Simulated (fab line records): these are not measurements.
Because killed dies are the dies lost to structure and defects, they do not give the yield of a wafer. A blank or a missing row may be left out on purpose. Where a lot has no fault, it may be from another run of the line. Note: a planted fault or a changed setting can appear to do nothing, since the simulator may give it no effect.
What tool caused it? | flow n5_finfet | Sampling: 24 lots, 72 wafers, 6 of 1938 route steps

== WHAT THE GAUGES SHOWED, per wafer ==
N5_DUMMY_GATE_THK_MEAS_05. Usual: thk_nm 72.3 nm, standard deviation 0.98.
lot  | measured    | on            | thk_nm (nm)    | flag
L074 | day 2 18:32 | film_metro-01 | 71.2 72.5 71.8 |
L075 | day 3 06:36 | film_metro-02 | 73.9 71.9 71.4 |
L076 | day 3 08:22 | film_metro-01 | 73.8 71.5 72.0 |
L077 | day 3 14:32 | film_metro-01 | 71.8 71.3 73.2 |
L078 | day 3 19:25 | film_metro-02 | 73.1 73.5 74.0 |
L079 | day 4 00:12 | film_metro-02 | 69.9 71.3 72.9 |
L080 | day 4 04:49 | film_metro-02 | 70.7 71.3 71.2 |
L081 | day 4 12:19 | film_metro-02 | 71.7 72.5 71.1 |
L082 | day 4 18:08 | film_metro-02 | 73.0 72.9 74.0 |
L083 | day 5 00:26 | film_metro-02 | 71.4 72.4 70.6 |
L084 | day 5 09:31 | film_metro-02 | 73.7 70.4 73.6 |
L085 | day 5 12:22 | film_metro-02 | 72.3 71.5 70.6 |
L086 | day 5 17:42 | film_metro-01 | 72.5 72.3 72.1 |
L087 | day 6 01:17 | film_metro-02 | 72.6 70.9 72.1 |
L088 | day 6 06:43 | film_metro-01 | 72.9 73.2 72.0 |
L089 | day 6 11:17 | film_metro-02 | 72.6 72.3 71.0 |
L090 | day 6 19:01 | film_metro-01 | 72.7 73.3 73.3 |
L091 | day 6 22:49 | film_metro-02 | 70.7 69.4 72.6 |
L092 | day 7 07:04 | film_metro-01 | 72.0 73.6 73.1 |
L093 | day 7 12:28 | film_metro-01 | 71.8 71.3 71.3 |
L094 | day 7 16:32 | film_metro-02 | 73.2 73.3 72.6 |
L095 | day 8 01:22 | film_metro-01 | 72.0 71.8 71.7 |
L096 | day 8 05:42 | film_metro-01 | 72.4 72.6 73.1 |
L097 | day 8 12:40 | film_metro-01 | 72.0 71.8 71.6 |

N5_DUMMY_GATE_OVL_MEAS_16. Usual: GATE_OVL typically reads 0.3 nm, with standard deviation 0.72.
lot  | measured    | on         | GATE_OVL (nm)  | flag
L074 | day 3 01:52 | overlay-02 | 0.2 -0.1 -0.2  |
L075 | day 3 10:56 | overlay-02 | 1.0 -0.6 -0.2  |
L076 | day 3 12:50 | overlay-01 | -0.9 0.6 0.1   |
L077 | day 3 18:59 | overlay-01 | -0.3 -0.2 0.4  |
L078 | day 3 23:45 | overlay-01 | -0.4 -0.7 -1.0 |
L079 | day 4 04:32 | overlay-02 | 0.3 0.4 0.6    |
L080 | day 4 09:10 | overlay-01 | 0.4 -0.3 -0.2  |
L081 | day 4 16:40 | overlay-01 | -0.2 0.8 -0.7  |
L082 | day 5 00:28 | overlay-01 | 0.2 0.7 0.2    |
L083 | day 5 04:47 | overlay-02 | 0.8 0.6 -0.2   |
L084 | day 5 13:59 | overlay-01 | 0.2 1.2 1.3    |
L085 | day 5 16:49 | overlay-01 | -0.3 0.2 -0.1  |
L086 | day 5 22:02 | overlay-01 | 0.3 0.5 -0.3   |
L087 | day 6 05:44 | overlay-01 | 1.0 1.5 0.7    |
L088 | day 6 11:03 | overlay-01 | 0.6 0.6 1.1    |
L089 | day 6 15:45 | overlay-01 | -1.3 -1.2 -1.2 |
L090 | day 7 01:25 | overlay-02 | 0.2 1.4 1.1    |
L091 | day 7 03:10 | overlay-02 | 0.8 1.1 0.6    |
L092 | day 7 11:32 | overlay-02 | 0.6 -0.1 -0.2  |
L093 | day 7 16:55 | overlay-02 | 1.3 0.2 1.1    |
L094 | day 7 21:00 | overlay-02 | -0.7 0.2 0.4   |
L095 | day 8 05:42 | overlay-01 | 0.7 -0.4 0.4   |
L096 | day 8 10:02 | overlay-01 | 0.8 0.0 0.9    |
L097 | day 8 17:07 | overlay-01 | 0.2 1.4 0.6    |

N5_DUMMY_GATE_CD_MEAS_50 targets a cd of 14 nm. Usual: cd_nm 14.2 nm, standard deviation 0.37.
lot  | measured    | on        | cd_nm (nm)     | flag
L074 | day 3 02:31 | cd_sem-02 | 14.1 14.2 14.5 |
L075 | day 3 11:37 | cd_sem-03 | 14.3 14.1 13.9 |
L076 | day 3 13:17 | cd_sem-03 | 14.3 14.3 14.2 |
L077 | day 3 19:51 | cd_sem-02 | 14.7 14.2 14.2 |
L078 | day 4 00:13 | cd_sem-01 | 14.2 14.2 14.6 |
L079 | day 4 05:00 | cd_sem-01 | 14.9 14.0 14.2 |
L080 | day 4 09:42 | cd_sem-01 | 14.1 14.2 14.1 |
L081 | day 4 17:17 | cd_sem-02 | 14.3 14.8 13.3 |
L082 | day 5 00:55 | cd_sem-01 | 14.4 13.9 13.9 |
L083 | day 5 05:14 | cd_sem-01 | 14.6 13.9 13.8 |
L084 | day 5 14:27 | cd_sem-03 | 13.9 14.6 14.2 |
L085 | day 5 17:20 | cd_sem-02 | 14.7 14.3 14.4 |
L086 | day 5 22:29 | cd_sem-01 | 14.6 14.3 13.8 |
L087 | day 6 06:12 | cd_sem-03 | 14.3 14.8 15.1 |
L088 | day 6 11:31 | cd_sem-01 | 14.7 13.9 14.3 |
L089 | day 6 16:14 | cd_sem-02 | 13.9 14.3 14.0 |
L090 | day 7 01:53 | cd_sem-02 | 14.1 14.5 14.7 |
L091 | day 7 03:37 | cd_sem-03 | 14.1 14.5 14.2 |
L092 | day 7 12:00 | cd_sem-03 | 14.2 13.5 13.7 |
L093 | day 7 17:23 | cd_sem-02 | 13.8 15.0 14.0 |
L094 | day 7 21:28 | cd_sem-03 | 13.9 14.4 14.0 |
L095 | day 8 06:11 | cd_sem-02 | 14.5 14.7 14.7 |
L096 | day 8 10:30 | cd_sem-03 | 14.1 14.1 14.5 |
L097 | day 8 17:38 | cd_sem-01 | 14.3 14.0 14.4 |

N5_DUMMY_GATE_INSPECT_27: inspects for defects (brightfield). Usual: raw_defect_count 311, standard deviation 88.
lot  | measured    | on                | raw_defect_count | flag
L074 | day 3 03:17 | defect_inspect-01 | 457 275 536      |
L075 | day 3 12:24 | defect_inspect-02 | 302 272 282      |
L076 | day 3 14:04 | defect_inspect-01 | 430 392 449      |
L077 | day 3 20:38 | defect_inspect-02 | 319 207 179      |
L078 | day 4 00:59 | defect_inspect-01 | 270 314 312      |
L079 | day 4 05:47 | defect_inspect-01 | 347 391 436      |
L080 | day 4 10:38 | defect_inspect-02 | 331 302 374      |
L081 | day 4 18:09 | defect_inspect-02 | 365 306 311      |
L082 | day 5 01:41 | defect_inspect-02 | 227 228 273      |
L083 | day 5 06:01 | defect_inspect-01 | 165 199 162      |
L084 | day 5 15:14 | defect_inspect-01 | 207 301 208      |
L085 | day 5 18:11 | defect_inspect-02 | 176 210 220      |
L086 | day 5 23:16 | defect_inspect-02 | 204 311 228      |
L087 | day 6 07:11 | defect_inspect-01 | 276 328 486      |
L088 | day 6 12:18 | defect_inspect-02 | 353 408 576      |
L089 | day 6 17:16 | defect_inspect-01 | 203 282 366      |
L090 | day 7 03:13 | defect_inspect-01 | 378 290 314      |
L091 | day 7 04:24 | defect_inspect-02 | 393 483 366      |
L092 | day 7 12:54 | defect_inspect-01 | 386 307 282      |
L093 | day 7 18:10 | defect_inspect-01 | 286 282 265      |
L094 | day 7 22:14 | defect_inspect-02 | 314 215 288      |
L095 | day 8 07:05 | defect_inspect-02 | 327 306 313      |
L096 | day 8 11:17 | defect_inspect-01 | 310 344 484      |
L097 | day 8 18:25 | defect_inspect-01 | 274 265 291      |

== TOOL THAT RAN EACH LOT (tool first, then ch and the chambers of the sampled wafers, then the start) ==
lot  | N5_FIN_CUT_CUT_ETCH_28          | N5_DUMMY_GATE_ETCH_42
L074 | rie_si-06 ch 2,3, day 2 05:17   | rie_diel-02 ch 0,2,3, day 3 03:03
L075 | rie_si-02 ch 0,1,2, day 2 17:11 | rie_diel-04 ch 0,2,3, day 3 12:10
L076 | rie_si-05 ch 0,2,3, day 2 17:43 | rie_diel-03 ch 1,2, day 3 13:50
L077 | rie_si-02 ch 0,1, day 3 00:31   | rie_diel-04 ch 0,1,2, day 3 20:23
L078 | rie_si-02 ch 1,2,3, day 3 04:17 | rie_diel-02 ch 0,1, day 4 00:46
L079 | rie_si-06 ch 1,2,3, day 3 10:10 | rie_diel-03 ch 0,1,2, day 4 05:32
L080 | rie_si-06 ch 0,1,3, day 3 15:32 | rie_diel-02 ch 0,2, day 4 10:23
L081 | rie_si-05 ch 0,1,2, day 3 22:28 | rie_diel-02 ch 0,1,2, day 4 17:55
L082 | rie_si-05 ch 2,3, day 4 03:39   | rie_diel-03 ch 0,2,3, day 5 01:27
L083 | rie_si-05 ch 0,3, day 4 10:53   | rie_diel-02 ch 2,3, day 5 05:47
L084 | rie_si-05 ch 0,2, day 4 18:56   | rie_diel-03 ch 1,2, day 5 14:59
L085 | rie_si-02 ch 1,3, day 4 22:08   | rie_diel-02 ch 0,3, day 5 17:57
L086 | rie_si-02 ch 1,2,3, day 5 03:46 | rie_diel-03 ch 0,1,2, day 5 23:02
L087 | rie_si-02 ch 1,2, day 5 11:55   | rie_diel-04 ch 0,1,2, day 6 06:58
L088 | rie_si-05 ch 0,2, day 5 17:10   | rie_diel-04 ch 0,1,3, day 6 12:04
L089 | rie_si-02 ch 0,2,3, day 5 21:56 | rie_diel-04 ch 0,2,3, day 6 17:02
L090 | rie_si-05 ch 0,1,2, day 6 03:52 | rie_diel-04 ch 1,2,3, day 7 02:59
L091 | rie_si-06 ch 0,2, day 6 09:17   | rie_diel-02 ch 0,1, day 7 04:10
L092 | rie_si-02 ch 0,1,2, day 6 16:04 | rie_diel-02 ch 1,3, day 7 12:40
L093 | rie_si-05 ch 0,1,3, day 6 22:16 | rie_diel-02 ch 0,1, day 7 17:56
L094 | rie_si-02 ch 0,1, day 7 02:59   | rie_diel-04 ch 0,1, day 7 22:01
L095 | rie_si-06 ch 1,3, day 7 10:59   | rie_diel-02 ch 1,3, day 8 06:51
L096 | rie_si-06 ch 1,3, day 7 16:34   | rie_diel-03 ch 1,3, day 8 11:02
L097 | rie_si-02 ch 0,3, day 7 22:22   | rie_diel-02 ch 1,3, day 8 18:10
- N5_FIN_CUT_CUT_ETCH_28: etches Si in HBr/Cl2/O2, target depth 6 nm, time 2.4 s.
- N5_DUMMY_GATE_ETCH_42: etches SiO2 in CHF3/O2, target depth 3.5 nm, time 31 s.

== AS READ BY THE TOOLS THEMSELVES (means over the sampled wafers that have a number; for cases with no such wafer, the mark the record gives instead) ==
N5_FIN_CUT_CUT_ETCH_28. Usual: drypump_motor_current_A 5.8 A, standard deviation 0.36; oes_product_au 1.001 a.u., standard deviation 0.011; throttle_valve_pct 37.23 %, standard deviation 0.3.
lot  | tool      | drypump_motor_current_A (A) | oes_product_au (a.u.) | throttle_valve_pct (%) | flag
L074 | rie_si-06 | 5.2                         | 0.999                 | 37.15                  |
L075 | rie_si-02 | 5.6                         | 0.999                 | 36.89                  |
L076 | rie_si-05 | 6.1                         | 1.016                 | 37.38                  |
L077 | rie_si-02 | 5.4                         | 1.004                 | 36.96                  |
L078 | rie_si-02 | 5.7                         | 0.992                 | 37.08                  |
L079 | rie_si-06 | 5.5                         | 0.997                 | 37.32                  |
L080 | rie_si-06 | 6.0                         | 0.996                 | 37.48                  |
L081 | rie_si-05 | 6.0                         | 1.016                 | 37.41                  |
L082 | rie_si-05 | 6.0                         | 1.010                 | 37.34                  |
L083 | rie_si-05 | 6.1                         | 1.002                 | 37.38                  |
L084 | rie_si-05 | 6.1                         | 1.021                 | 37.40                  |
L085 | rie_si-02 | 5.6                         | 0.991                 | 37.32                  |
L086 | rie_si-02 | 5.7                         | 0.992                 | 37.06                  |
L087 | rie_si-02 | 5.7                         | 0.996                 | 36.80                  |
L088 | rie_si-05 | 6.1                         | 1.023                 | 37.41                  |
L089 | rie_si-02 | 5.6                         | 1.001                 | 37.17                  |
L090 | rie_si-05 | 6.0                         | 1.017                 | 37.42                  |
L091 | rie_si-06 | 5.5                         | 1.011                 | 37.15                  |
L092 | rie_si-02 | 5.6                         | 1.000                 | 36.89                  |
L093 | rie_si-05 | 6.0                         | 1.003                 | 37.24                  |
L094 | rie_si-02 | 5.6                         | 1.005                 | 36.85                  |
L095 | rie_si-06 | 5.6                         | 0.988                 | 37.45                  |
L096 | rie_si-06 | 5.6                         | 0.988                 | 37.46                  |
L097 | rie_si-02 | 5.5                         | 0.996                 | 37.43                  |

N5_DUMMY_GATE_ETCH_42. Usual: drypump_motor_current_A 5.8 A, standard deviation 0.42; oes_f_703_au 0.75 a.u., standard deviation 0.061; oes_product_au 0.75 a.u., standard deviation 0.068; rf_vpp_V 42.5 V, standard deviation 0.96; showerhead_plenum_p_Torr 2.41 Torr, standard deviation 0.076; throttle_valve_pct 18.87 %, standard deviation 0.15.
lot  | tool        | drypump_motor_current_A (A) | oes_f_703_au (a.u.) | oes_product_au (a.u.) | rf_vpp_V (V) | showerhead_plenum_p_Torr (Torr) | throttle_valve_pct (%) | flag
L074 | rie_diel-02 | 5.5                         | 0.77                | 0.75                  | 43.4         | 2.40                            | 18.95                  |
L075 | rie_diel-04 | 5.9                         | 0.81                | 0.81                  | 41.2         | 2.43                            | 18.84                  |
L076 | rie_diel-03 | 5.8                         | 0.80                | 0.80                  | 42.8         | 2.40                            | 18.66                  |
L077 | rie_diel-04 | 5.5                         | 0.73                | 0.74                  | 43.4         | 2.41                            | 18.90                  |
L078 | rie_diel-02 | 5.9                         | 0.69                | 0.68                  | 43.3         | 2.45                            | 18.88                  |
L079 | rie_diel-03 | 5.9                         | 0.81                | 0.83                  | 43.3         | 2.37                            | 18.65                  |
L080 | rie_diel-02 | 5.8                         | 0.73                | 0.72                  | 42.1         | 2.46                            | 18.93                  |
L081 | rie_diel-02 | 6.0                         | 0.73                | 0.72                  | 42.8         | 2.44                            | 18.94                  |
L082 | rie_diel-03 | 5.8                         | 0.78                | 0.81                  | 42.1         | 2.39                            | 18.68                  |
L083 | rie_diel-02 | 5.5                         | 0.78                | 0.78                  | 42.5         | 2.39                            | 19.01                  |
L084 | rie_diel-03 | 5.8                         | 0.78                | 0.79                  | 42.6         | 2.39                            | 18.68                  |
L085 | rie_diel-02 | 5.2                         | 0.75                | 0.73                  | 43.3         | 2.35                            | 19.00                  |
L086 | rie_diel-03 | 5.9                         | 0.80                | 0.82                  | 42.8         | 2.37                            | 18.66                  |
L087 | rie_diel-04 | 5.5                         | 0.71                | 0.71                  | 42.9         | 2.40                            | 18.92                  |
L088 | rie_diel-04 | 5.7                         | 0.75                | 0.76                  | 41.9         | 2.45                            | 18.92                  |
L089 | rie_diel-04 | 5.9                         | 0.78                | 0.78                  | 41.5         | 2.42                            | 18.87                  |
L090 | rie_diel-04 | 5.8                         | 0.76                | 0.76                  | 41.6         | 2.49                            | 18.86                  |
L091 | rie_diel-02 | 5.9                         | 0.67                | 0.67                  | 42.5         | 2.44                            | 18.91                  |
L092 | rie_diel-02 | 5.8                         | 0.71                | 0.69                  | 42.6         | 2.36                            | 18.99                  |
L093 | rie_diel-02 | 5.9                         | 0.67                | 0.67                  | 42.5         | 2.44                            | 18.92                  |
L094 | rie_diel-04 | 5.3                         | 0.68                | 0.68                  | 42.9         | 2.43                            | 19.01                  |
L095 | rie_diel-02 | 5.9                         | 0.71                | 0.69                  | 42.4         | 2.36                            | 19.00                  |
L096 | rie_diel-03 | 5.6                         | 0.75                | 0.76                  | 43.7         | 2.45                            | 18.71                  |
L097 | rie_diel-02 | 5.8                         | 0.70                | 0.70                  | 41.5         | 2.36                            | 19.00                  |

== THE ANSWER, worked out from the rows above alone ==
Rule: lot off if the mean of its wafers having a number is beyond 3 standard deviations from the usual mean. Also off: a lot with no number at a reading for which 4 or more lots have one. The other lots that the step has rows for count as sound. The gauges are gone through in route order, then the tools' own readings, and for those a lot's mean is taken as printed above. At the first step where some lot is off, the reading lying furthest off is the one used; lots without a number count as furthest.
Across all readings shown, no lot is off: no conclusion can be drawn from this.

== WHAT THE SIMULATOR HAD INSERTED ==
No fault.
